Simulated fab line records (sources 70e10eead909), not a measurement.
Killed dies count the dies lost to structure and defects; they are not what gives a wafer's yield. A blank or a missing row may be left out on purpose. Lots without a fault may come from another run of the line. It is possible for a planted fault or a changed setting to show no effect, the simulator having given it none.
Which tool was responsible?	flow nandHarc	20 lots with 60 wafers sampled at 6 steps, on a route of 1302 steps

== WHAT THE GAUGES READ, wafer by wafer ==
The record holds no reading of a measuring or inspecting step that can be judged against a usual standard deviation.

== EACH LOT AND THE TOOL THAT RAN IT (in order: tool; ch and the chambers of the sampled wafers; start) ==
lot	NHARC_A_CHANNEL_HOLE_D2_ETCH_34	NHARC_A_CHANNEL_HOLE_D2_ETCH_16	NHARC_A_STAIRCASE_TRIM_16	NHARC_A_STAIRCASE_ETCH_188	NHARC_A_STAIRCASE_TRIM_200	NHARC_A_STAIRCASE_ETCH_273
L074	rieDiel-11 ch 0,1,3, no start	rieDiel-11 ch 0,1,2, no start	rieDiel-04 ch 1,2, no start	rieDiel-07 ch 0,1,2, no start	rieDiel-10 ch 0,2, no start	rieDiel-04 ch 0,1,3, no start
L075	rieDiel-13 ch 0,1,3, day 17 02:18 or earlier	rieDiel-13 ch 0,1, day 17 02:18 or earlier	rieDiel-07 ch 0,2,3, day 17 02:18 or earlier	rieDiel-10 ch 0,1, day 17 02:18 or earlier	rieDiel-07 ch 1,2,3, day 17 02:18 or earlier	rieDiel-10 ch 1,2, day 17 02:18
L076	rieDiel-11 ch 0,1,3, no start	rieDiel-11 ch 0,2,3, no start	rieDiel-04 ch 1,2,3, no start	rieDiel-07 ch 0,1,2, no start	rieDiel-07 ch 0,1,3, no start	rieDiel-07 ch 1,2,3, no start
L077	rieDiel-02 ch 0,2, no start	rieDiel-02 ch 0,3, no start	rieDiel-07 ch 0,2,3, no start	rieDiel-04 ch 0,3, no start	rieDiel-04 ch 0,2,3, no start	rieDiel-04 ch 0,1,2, no start
L082	rieDiel-13 ch 0,1,3, no start	rieDiel-13 ch 0,2,3, no start	rieDiel-10 ch 0,2,3, no start	rieDiel-04 ch 0,2,3, no start	rieDiel-04 ch 0,2,3, no start	rieDiel-07 ch 0,1,3, no start
L081	rieDiel-11 ch 0,2,3, no start	rieDiel-11 ch 0,3, no start	rieDiel-04 ch 2,3, no start	rieDiel-04 ch 1,2, no start	rieDiel-10 ch 2,3, no start	rieDiel-07 ch 1,3, no start
L083	rieDiel-02 ch 0,2,3, no start	rieDiel-02 ch 1,2,3, no start	rieDiel-10 ch 0,2,3, no start	rieDiel-04 ch 0,2,3, no start	rieDiel-04 ch 0,1,3, no start	rieDiel-10 ch 0,1,3, no start
L084	rieDiel-11 ch 0,2,3, no start	rieDiel-11 ch 0,2, no start	rieDiel-10 ch 0,2, no start	rieDiel-07 ch 1,2, no start	rieDiel-07 ch 1,3, no start	rieDiel-10 ch 0,1,3, no start
L085	rieDiel-11 ch 0,1,2, no start	rieDiel-11 ch 2,3, no start	rieDiel-10 ch 0,3, no start	rieDiel-04 ch 1,2,3, no start	rieDiel-04 ch 1,3, no start	rieDiel-07 ch 1,2,3, no start
L086	rieDiel-11 ch 1,2, no start	rieDiel-11 ch 0,1, no start	rieDiel-04 ch 0,1,2, no start	rieDiel-04 ch 0,2,3, no start	rieDiel-10 ch 0,3, no start	rieDiel-04 ch 0,1,3, no start
L087	rieDiel-02 ch 0,1, no start	rieDiel-02 ch 0,1,2, no start	rieDiel-04 ch 2,3, no start	rieDiel-07 ch 0,2, no start	rieDiel-07 ch 0,1,3, no start	rieDiel-07 ch 0,3, no start
L088	rieDiel-13 ch 0,1,2, no start	rieDiel-13 ch 0,2,3, no start	rieDiel-04 ch 0,1,3, no start	rieDiel-10 ch 0,1,2, no start	rieDiel-07 ch 0,1,2, no start	rieDiel-10 ch 0,2, no start
L089	rieDiel-13 ch 0,1,3, no start	rieDiel-13 ch 0,1,3, no start	rieDiel-07 ch 0,1,2, no start	rieDiel-04 ch 0,2,3, no start	rieDiel-04 ch 1,2,3, no start	rieDiel-04 ch 0,1,2, no start
L090	rieDiel-11 ch 0,1, no start	rieDiel-11 ch 1,2, no start	rieDiel-07 ch 0,1, no start	rieDiel-04 ch 1,2, no start	rieDiel-04 ch 0,2,3, no start	rieDiel-10 ch 2,3, no start
L091	rieDiel-13 ch 0,2,3, no start	rieDiel-13 ch 0,1,3, no start	rieDiel-04 ch 1,2,3, no start	rieDiel-04 ch 0,1,3, no start	rieDiel-10 ch 2,3, no start	rieDiel-10 ch 1,2, no start
L092	rieDiel-02 ch 1,3, no start	rieDiel-02 ch 0,3, no start	rieDiel-07 ch 1,2,3, no start	rieDiel-10 ch 0,1,2, no start	rieDiel-07 ch 0,1,3, no start	rieDiel-10 ch 1,2, no start
L094	rieDiel-13 ch 0,3, no start	rieDiel-13 ch 1,2, no start	rieDiel-04 ch 0,2,3, no start	rieDiel-04 ch 0,1, no start	rieDiel-04 ch 1,2, no start	rieDiel-10 ch 0,1,3, no start
L095	rieDiel-02 ch 1,2, no start	rieDiel-02 ch 1,2,3, no start	rieDiel-04 ch 1,2, no start	rieDiel-10 ch 0,2,3, no start	rieDiel-10 ch 0,2, no start	rieDiel-07 ch 1,3, no start
L096	rieDiel-13 ch 0,2,3, no start	rieDiel-13 ch 0,1,2, no start	rieDiel-10 ch 0,1,3, no start	rieDiel-10 ch 0,1,2, no start	rieDiel-10 ch 0,2,3, no start	rieDiel-04 ch 1,2,3, no start
L097	rieDiel-13 ch 1,2, no start	rieDiel-13 ch 0,2,3, no start	rieDiel-07 ch 0,1,3, no start	rieDiel-07 ch 2,3, no start	rieDiel-07 ch 0,3, no start	rieDiel-04 ch 0,2, no start
- NHARC_A_CHANNEL_HOLE_D2_ETCH_34: etches the open film in CF4/CHF3, target depth 154 nm, time 77 s.
- NHARC_A_CHANNEL_HOLE_D2_ETCH_16: etches the open film in O2/COS, target depth 3100 nm, time 806 s.
- NHARC_A_STAIRCASE_TRIM_16: chemistry O2, time 211.2 s.
- NHARC_A_STAIRCASE_ETCH_188: etches the open film in C4F8/O2, target depth 100 nm, time 40.5 s.
- NHARC_A_STAIRCASE_TRIM_200: chemistry O2, time 211.2 s.
- NHARC_A_STAIRCASE_ETCH_273: etches the open film in C4F8/O2/Ar, target depth 10200 nm, time 2468.6 s.

== AS READ BY THE TOOLS THEMSELVES (means over the sampled wafers that have a number; for cases with no such wafer, the mark the record gives instead) ==
NHARC_A_CHANNEL_HOLE_D2_ETCH_34. Usual: chf3FlowSccm 30.00 sccm, standard deviation 0.085; drypumpMotorCurrentA 5.5 A, standard deviation 0.41; oesProductAu 0.958 a.u., standard deviation 0.021; rfFwdPowerW 496.2 W, standard deviation 1.8; rfVppV 369.9 V, standard deviation 2.1; showerheadPlenumPTorr 1.55 Torr, standard deviation 0.059; throttleValvePct 16.802 %, standard deviation 0.0084.
lot	tool	chf3FlowSccm (sccm)	drypumpMotorCurrentA (A)	oesProductAu (a.u.)	rfFwdPowerW (W)	rfVppV (V)	showerheadPlenumPTorr (Torr)	throttleValvePct (%)	flag
L074	rieDiel-11	30.05	5.8	0.919	496.9	369.0	1.56	16.804	
L075	rieDiel-13	30.07	5.4	0.962	497.3	368.5	1.52	16.802	
L076	rieDiel-11	30.01	5.9	0.959	497.0	369.9	1.56	16.802	
L077	rieDiel-02	29.97	5.4	0.925	496.5	368.9	1.54	16.798	
L082	rieDiel-13	29.95	5.4	0.974	494.5	368.7	1.52	16.794	
L081	rieDiel-11	29.90	5.7	0.925	496.3	368.9	1.51	16.805	
L083	rieDiel-02	30.01	5.7	0.957	496.3	371.3	1.59	16.802	
L084	rieDiel-11	29.91	5.7	0.968	496.3	367.9	1.50	16.807	
L085	rieDiel-11	29.97	5.4	0.971	496.6	370.0	1.55	16.792	
L086	rieDiel-11	29.96	5.0	0.974	498.3	369.8	1.55	16.798	
L087	rieDiel-02	29.94	5.5	0.948	497.1	372.1	1.60	16.792	
L088	rieDiel-13	29.97	5.5	0.976	494.0	369.8	1.52	16.811	
L089	rieDiel-13	30.03	5.4	0.971	496.8	368.1	1.52	16.801	
L090	rieDiel-11	30.09	5.6	0.968	496.8	370.8	1.61	16.802	
L091	rieDiel-13	29.99	5.5	0.974	495.8	370.0	1.55	16.805	
L092	rieDiel-02	30.10	5.9	0.974	497.1	372.9	1.63	16.803	
L094	rieDiel-13	30.03	5.6	0.981	496.0	370.0	1.55	16.802	
L095	rieDiel-02	29.88	5.3	0.938	496.4	368.9	1.54	16.808	
L096	rieDiel-13	29.97	5.5	0.918	494.1	370.6	1.55	16.807	
L097	rieDiel-13	30.07	5.5	0.972	495.1	368.7	1.52	16.802	

NHARC_A_CHANNEL_HOLE_D2_ETCH_16. Usual: drypumpMotorCurrentA 5.6 A, standard deviation 0.41; oesProductAu 0.999 a.u., standard deviation 0.008; rfFwdPowerW 499.8 W, standard deviation 1.7; rfVppV 313.7 V, standard deviation 1.9; showerheadPlenumPTorr 3.08 Torr, standard deviation 0.12; throttleValvePct 28.331 %, standard deviation 0.0086.
lot	tool	drypumpMotorCurrentA (A)	oesProductAu (a.u.)	rfFwdPowerW (W)	rfVppV (V)	showerheadPlenumPTorr (Torr)	throttleValvePct (%)	flag
L074	rieDiel-11	5.4	1.003	500.2	313.2	3.09	28.327	
L075	rieDiel-13	5.3	0.995	498.6	312.1	2.97	28.324	
L076	rieDiel-11	5.7	1.002	498.5	312.6	2.99	28.335	
L077	rieDiel-02	5.8	0.991	498.5	316.3	3.22	28.335	
L082	rieDiel-13	5.6	0.994	500.9	313.6	3.08	28.333	
L081	rieDiel-11	6.1	1.005	501.2	312.9	3.00	28.327	
L083	rieDiel-02	5.6	0.998	500.3	314.3	3.14	28.327	
L084	rieDiel-11	5.7	1.000	498.3	312.9	2.99	28.326	
L085	rieDiel-11	5.8	1.004	500.5	312.1	2.98	28.331	
L086	rieDiel-11	5.6	1.002	501.4	314.6	3.19	28.328	
L087	rieDiel-02	5.4	1.005	501.0	313.7	3.11	28.331	
L088	rieDiel-13	5.6	1.000	500.9	313.8	3.08	28.332	
L089	rieDiel-13	5.4	1.004	500.2	313.5	3.01	28.322	
L090	rieDiel-11	5.0	1.007	500.2	313.0	3.07	28.335	
L091	rieDiel-13	5.4	0.997	500.6	312.6	3.01	28.326	
L092	rieDiel-02	5.8	1.008	497.7	315.8	3.22	28.329	
L094	rieDiel-13	5.7	1.001	500.2	312.8	3.08	28.333	
L095	rieDiel-02	5.6	0.998	501.3	314.8	3.14	28.331	
L096	rieDiel-13	5.5	1.002	498.6	312.4	3.02	28.337	
L097	rieDiel-13	5.6	0.989	497.2	313.8	3.08	28.340	

NHARC_A_STAIRCASE_TRIM_16. Usual: drypumpMotorCurrentA 5.7 A, standard deviation 0.58; oesProductAu 1.003 a.u., standard deviation 0.0065; rfVppV 57.8 V, standard deviation 0.88; showerheadPlenumPTorr 3.49 Torr, standard deviation 0.15; throttleValvePct 17.036 %, standard deviation 0.009.
lot	tool	drypumpMotorCurrentA (A)	oesProductAu (a.u.)	rfVppV (V)	showerheadPlenumPTorr (Torr)	throttleValvePct (%)	flag
L074	rieDiel-04	5.2	1.006	56.5	3.37	17.036	
L075	rieDiel-07	6.2	1.009	57.7	3.55	17.031	
L076	rieDiel-04	5.6	1.007	57.7	3.46	17.025	
L077	rieDiel-07	6.2	1.006	58.0	3.54	17.034	
L082	rieDiel-10	6.0	1.007	57.5	3.42	17.037	
L081	rieDiel-04	5.9	1.005	57.4	3.50	17.037	
L083	rieDiel-10	6.0	1.000	57.5	3.42	17.039	
L084	rieDiel-10	6.1	1.005	57.4	3.40	17.036	
L085	rieDiel-10	5.8	1.002	57.1	3.44	17.047	
L086	rieDiel-04	5.1	1.001	58.3	3.50	17.036	
L087	rieDiel-04	5.9	1.001	56.6	3.48	17.032	
L088	rieDiel-04	5.3	1.002	58.5	3.54	17.039	
L089	rieDiel-07	6.0	0.989	56.9	3.54	17.033	
L090	rieDiel-07	6.0	1.006	57.8	3.53	17.036	
L091	rieDiel-04	5.6	0.999	59.1	3.43	17.033	
L092	rieDiel-07	5.9	1.001	57.7	3.43	17.035	
L094	rieDiel-04	5.5	1.000	58.1	3.58	17.033	
L095	rieDiel-04	5.5	1.001	57.5	3.38	17.032	
L096	rieDiel-10	5.7	1.003	57.2	3.43	17.040	
L097	rieDiel-07	6.1	1.006	58.1	3.50	17.043	

NHARC_A_STAIRCASE_ETCH_188. Usual: oesProductAu 0.941 a.u., standard deviation 0.013; rfFwdPowerW 592 W, standard deviation 3.2; rfVppV 894 V, standard deviation 5.5.
lot	tool	oesProductAu (a.u.)	rfFwdPowerW (W)	rfVppV (V)	flag
L074	rieDiel-07	0.956	590	898	
L075	rieDiel-10	0.943	593	893	
L076	rieDiel-07	0.945	589	898	
L077	rieDiel-04	0.925	591	902	
L082	rieDiel-04	0.928	591	898	
L081	rieDiel-04	0.946	594	889	
L083	rieDiel-04	0.945	592	899	
L084	rieDiel-07	0.929	590	893	
L085	rieDiel-04	0.938	596	893	
L086	rieDiel-04	0.919	594	898	
L087	rieDiel-07	0.955	590	899	
L088	rieDiel-10	0.952	596	892	
L089	rieDiel-04	0.946	592	898	
L090	rieDiel-04	0.952	593	890	
L091	rieDiel-04	0.941	591	897	
L092	rieDiel-10	0.931	594	891	
L094	rieDiel-04	0.961	591	898	
L095	rieDiel-10	0.921	592	892	
L096	rieDiel-10	0.947	593	891	
L097	rieDiel-07	0.934	589	892	

NHARC_A_STAIRCASE_TRIM_200. Usual: drypumpMotorCurrentA 5.7 A, standard deviation 0.56; oesProductAu 1.000 a.u., standard deviation 0.0063; rfVppV 57.8 V, standard deviation 0.9; showerheadPlenumPTorr 3.48 Torr, standard deviation 0.14; throttleValvePct 17.036 %, standard deviation 0.0087.
lot	tool	drypumpMotorCurrentA (A)	oesProductAu (a.u.)	rfVppV (V)	showerheadPlenumPTorr (Torr)	throttleValvePct (%)	flag
L074	rieDiel-10	6.1	0.997	58.1	3.41	17.040	
L075	rieDiel-07	5.9	1.005	58.0	3.46	17.032	
L076	rieDiel-07	6.1	1.005	57.6	3.53	17.035	
L077	rieDiel-04	5.5	0.997	58.1	3.61	17.036	
L082	rieDiel-04	5.5	0.996	58.8	3.60	17.040	
L081	rieDiel-10	5.7	1.004	57.5	3.38	17.033	
L083	rieDiel-04	5.2	0.997	58.7	3.55	17.031	
L084	rieDiel-07	6.0	0.995	56.6	3.41	17.028	
L085	rieDiel-04	5.3	0.999	58.0	3.40	17.033	
L086	rieDiel-10	6.0	1.007	57.7	3.48	17.037	
L087	rieDiel-07	6.1	1.002	57.8	3.51	17.036	
L088	rieDiel-07	6.0	0.996	57.8	3.54	17.037	
L089	rieDiel-04	5.6	1.001	57.4	3.44	17.033	
L090	rieDiel-04	5.6	0.998	57.8	3.58	17.040	
L091	rieDiel-10	5.8	0.996	57.1	3.34	17.045	
L092	rieDiel-07	6.1	1.001	57.5	3.51	17.032	
L094	rieDiel-04	5.5	0.998	57.7	3.38	17.034	
L095	rieDiel-10	6.2	1.000	58.0	3.43	17.034	
L096	rieDiel-10	6.0	1.004	57.7	3.40	17.031	
L097	rieDiel-07	6.2	0.999	57.6	3.48	17.034	

NHARC_A_STAIRCASE_ETCH_273. Usual: oesProductAu 0.938 a.u., standard deviation 0.0095; rfFwdPowerW 599.8 W, standard deviation 2; rfVppV 1823 V, standard deviation 9.9.
lot	tool	oesProductAu (a.u.)	rfFwdPowerW (W)	rfVppV (V)	flag
L074	rieDiel-04	0.940	599.3	1830	
L075	rieDiel-10	0.930	600.6	1814	
L076	rieDiel-07	0.942	600.7	1821	
L077	rieDiel-04	0.927	600.9	1826	
L082	rieDiel-07	0.942	599.8	1826	
L081	rieDiel-07	0.930	601.9	1817	
L083	rieDiel-10	0.947	599.4	1820	
L084	rieDiel-10	0.931	599.3	1820	
L085	rieDiel-07	0.935	600.4	1820	
L086	rieDiel-04	0.940	597.3	1828	
L087	rieDiel-07	0.929	600.3	1825	
L088	rieDiel-10	0.945	600.7	1820	
L089	rieDiel-04	0.927	601.5	1824	
L090	rieDiel-10	0.933	598.7	1812	
L091	rieDiel-10	0.941	599.3	1815	
L092	rieDiel-10	0.934	601.5	1812	
L094	rieDiel-10	0.941	600.5	1820	
L095	rieDiel-07	0.952	597.6	1818	
L096	rieDiel-04	0.944	597.4	1819	
L097	rieDiel-04	0.934	599.8	1833	

== THE ANSWER, worked out from the rows above alone ==
Rule: a lot is off if the mean of its wafers that have a number lies more than 3 standard deviations from the usual mean. A lot without any number at a reading at which 4 lots or more have one is off too. The other lots that the step has rows for count as sound. After the gauges, taken in route order, come the tools' own readings; for these a lot's mean is taken, as printed above. At the first step where some lot is off, the reading lying furthest off is the one used; lots without a number count as furthest.
No lot is off at any reading shown: from this, nothing can be told.

== WHAT THE SIMULATOR PUT IN ==
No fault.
